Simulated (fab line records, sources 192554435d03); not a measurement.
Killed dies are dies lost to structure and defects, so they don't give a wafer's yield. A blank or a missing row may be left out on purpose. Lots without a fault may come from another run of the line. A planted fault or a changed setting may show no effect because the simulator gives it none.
Split-lot experiment | flow n5_finfet | 7 lots, 21 wafers read, on a route of 1938 steps

THE SPLIT
At N5_PMOS_HMC_CHANNEL_EPI_PEB_07 (peb time 60 s), the setting peb_temp_c was moved away from the recipe's 110 C on 8 of the 21 wafers read, by -2.1% to +1.8%. The other wafers ran this setting at the recipe's value.

FROM THE SPLIT TO THE READING: what the file shows between them, 1 step
- N5_PMOS_HMC_CHANNEL_EPI_DEVELOP_08: develop time 30 s

THE READING
cd_nm, in nm, at N5_PMOS_HMC_CHANNEL_EPI_CD_MEAS_09 (target cd 237.4 nm). Fault-free wafers of this fab line usually give 237.6 nm, standard deviation 0.96 nm.

wafer  | tool, chamber at the split | peb_temp_c as run, C | against the recipe | cd_nm, nm | against lot-mates on the recipe
L074.1 | litho_track-02, 0          | 110                  | recipe             | 238.1     | -
L074.3 | litho_track-02, 0          | 108.3                | -1.5%              | 231.0     | -7.1
L074.5 | litho_track-02, 0          | 108.3                | -1.5%              | 233.4     | -4.7
L076.1 | litho_track-04, 0          | 110                  | recipe             | 237.4     | -
L076.4 | litho_track-04, 0          | 107.7                | -2.1%              | 229.6     | -8.2
L076.5 | litho_track-04, 0          | 110                  | recipe             | 238.2     | -
L077.1 | litho_track-01, 0          | 112                  | +1.8%              | 241.3     | +5.2
L077.4 | litho_track-01, 0          | 110                  | recipe             | 236.2     | -
L077.5 | litho_track-01, 0          | 110                  | recipe             | 236.0     | -
L080.1 | litho_track-02, 0          | 110                  | recipe             | 237.5     | -
L080.2 | litho_track-02, 0          | 110                  | recipe             | 238.9     | -
L080.6 | litho_track-02, 0          | 110                  | recipe             | 238.4     | -
L082.1 | litho_track-04, 0          | 108.9                | -1.0%              | 234.3     | no lot-mate on the recipe
L082.4 | litho_track-04, 0          | 108.9                | -1.0%              | 234.2     | no lot-mate on the recipe
L082.6 | litho_track-04, 0          | 108.9                | -1.0%              | 233.3     | no lot-mate on the recipe
L083.4 | litho_track-01, 0          | 110                  | recipe             | 238.4     | -
L083.5 | litho_track-01, 0          | 110                  | recipe             | 236.8     | -
L083.6 | litho_track-01, 0          | 110                  | recipe             | 238.0     | -
L086.3 | litho_track-02, 0          | 110                  | recipe             | 238.6     | -
L086.4 | litho_track-02, 0          | 110                  | recipe             | 238.5     | -
L086.5 | litho_track-02, 0          | 108.6                | -1.3%              | 233.5     | -5.1

THE FIT
A straight line over all 21 wafers: cd_nm changes by +3.23 nm for each +1% of peb_temp_c; r = +0.94; the points scatter about the line by 1 nm.
The same after taking each lot's own level away (the mean of its wafers on the recipe; 18 wafers): +3.58 nm for each +1%; r = +0.98; scatter 0.7 nm.
On that fit, the largest move of peb_temp_c shifts the reading by 7.5 nm.
The lots' own levels span 236.10 to 238.55 nm, that is 2.6 times the standard deviation above.
So the lot-to-lot level changes the slope little: the two slopes agree.
Check: with one of the wafers moved furthest among these (-2.1%) left out of the fit, the line predicts -7.43 nm for it against its lot-mates. It came out at -8.2 nm against them.

OTHER SPLITS ON THESE WAFERS
These wafers also went through other splits before the reading. Each is held against what the fit with the lots' levels taken away leaves over:
other split on the same wafers  | wafers away from the commonest value | r with cd_nm (lot level and that fit taken away)
N5_ZERO_LAYER_EXPOSE_08 dose_mj | 11                                   | +0.11
N5_ZERO_LAYER_DESCUM_16 time_s  | 6                                    | +0.01

THE WHOLE CHAIN: every reading that the file lists as answering this split, in the file's order
step                               | what it does                                                           | reading                                                                     | change (the file's fit)              | r (the file's)
N5_PMOS_HMC_CHANNEL_EPI_CD_MEAS_09 | target cd 237.4 nm                                                     | cd_nm                                                                       | +3.61 nm for each +1% of the setting | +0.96
N5_PMOS_HMC_CHANNEL_EPI_DESCUM_14  | chemistry O2, time 7.9 s                                               | PMOS_HMC_CHANNEL_EPI.cd_nm (the simulator's own value, which no gauge read) | +3.5 nm for each +1% of the setting  | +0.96
N5_PMOS_HMC_CHANNEL_EPI_ETCH_32    | etches BARC in N2/H2, stops on SiO2, target depth 85.8 nm, time 50.3 s | PMOS_HMC_CHANNEL_EPI.cd_nm (the simulator's own value, which no gauge read) | +3.26 nm for each +1% of the setting | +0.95
N5_PMOS_HMC_CHANNEL_EPI_ETCH_38    | etches SiO2 in CF4, target depth 1.5 nm                                | PMOS_HMC_CHANNEL_EPI.cd_nm (the simulator's own value, which no gauge read) | +3.24 nm for each +1% of the setting | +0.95

THE FILE'S OWN FIT
cd_nm changes by +3.61 nm for each +1% of peb_temp_c, r = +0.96.
